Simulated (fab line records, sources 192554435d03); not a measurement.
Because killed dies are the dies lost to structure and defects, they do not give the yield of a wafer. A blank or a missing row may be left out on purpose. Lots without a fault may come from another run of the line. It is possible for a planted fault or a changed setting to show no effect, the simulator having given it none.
2 desks looking at one fault	flow n5 finfet	numbers are kept per desk, each desk with only its own; the story behind them comes last

== AT THE METROLOGY DESK ==
What the gauges read, lot by lot, whatever tool the lot ran on: means of the sampled wafers that have a number. Any lot whose mean is over 4 standard deviations away from the usual mean is out of limits and marked OUT; that distance is given in the brackets. Shown here are 7 of its 11 readings, the ones lying furthest out on some lot.
Columns: A = DIBL_N at N5_BEOL_M4_RC_MEAS_101, usual 36.5 mV/V; B = DIBL_P at N5_BEOL_M4_RC_MEAS_101, usual 36.5 mV/V; C = IOFF_P at N5_BEOL_M4_RC_MEAS_101, usual 0.219 nA/um; D = ION_N at N5_BEOL_M4_RC_MEAS_101, usual 675 uA/um; E = SS_N at N5_BEOL_M4_RC_MEAS_101, usual 71.5 mV/dec; F = SS_P at N5_BEOL_M4_RC_MEAS_101, usual 73.4 mV/dec; G = VT_P at N5_BEOL_M4_RC_MEAS_101, usual -250 mV
lot	first seen here	A	B	C	D	E	F	G
L326	day 6 13:56	36.9	36.6	0.203	667	71.5	72.8	-249
L328	day 7 08:02	36.0	37.0	0.201	672	72.1	73.5	-252
L333	day 8 10:28	36.3	35.9	0.195	671	71.4	73.2	-251
L334	day 8 16:19	35.1	34.3	0.223	671	71.5	72.8	-247
L339	day 9 21:51	35.6	36.9	0.262	672	72.3	73.4	-245
L345	day 11 08:44	37.7	37.8	0.232	686	71.6	73.5	-250
L346	day 11 19:21	38.3	37.8	0.244	683	71.3	74.2	-247
L347	day 12 04:43	36.0	37.4	0.203	678	71.6	73.3	-252
L348	day 12 08:25	34.7	36.4	0.210	677	71.5	73.1	-249
Result from this desk: across the 9 lots, nothing is out of limits.

== AT THE TOOL OWNER'S DESK: ald sin-03 ==
The tool's own readings at N5_BEOL_M2_ALD_98 (deposits SiO2, target thk 2.5 nm, pulse time 1 s, co reactant pulse time 1 s): means of the sampled wafers that have a number, for each lot that ran on this tool. Any lot whose mean is over 4 standard deviations away from the usual mean is out of limits and marked OUT; that distance is given in the brackets.
Columns: A = heater power w at N5_BEOL_M2_ALD_98, usual 76 W; B = precursor pulse height rel at N5_BEOL_M2_ALD_98, usual 0.999
lot	first seen here	A	B
L334	day 8 16:43	82	0.991
L339	day 9 22:05	82	0.997
L345	day 11 09:07	81	0.983
L346	day 11 19:41	82	1.015
L347	day 12 04:58	78	0.999
Result from this desk: across the 5 lots, nothing is out of limits.

== PUT TOGETHER ==
Metrology desk: nothing out of limits seen.
The desk of the tool owner found nothing out of limits.

== WHAT THE SIMULATOR HAD PUT IN ==
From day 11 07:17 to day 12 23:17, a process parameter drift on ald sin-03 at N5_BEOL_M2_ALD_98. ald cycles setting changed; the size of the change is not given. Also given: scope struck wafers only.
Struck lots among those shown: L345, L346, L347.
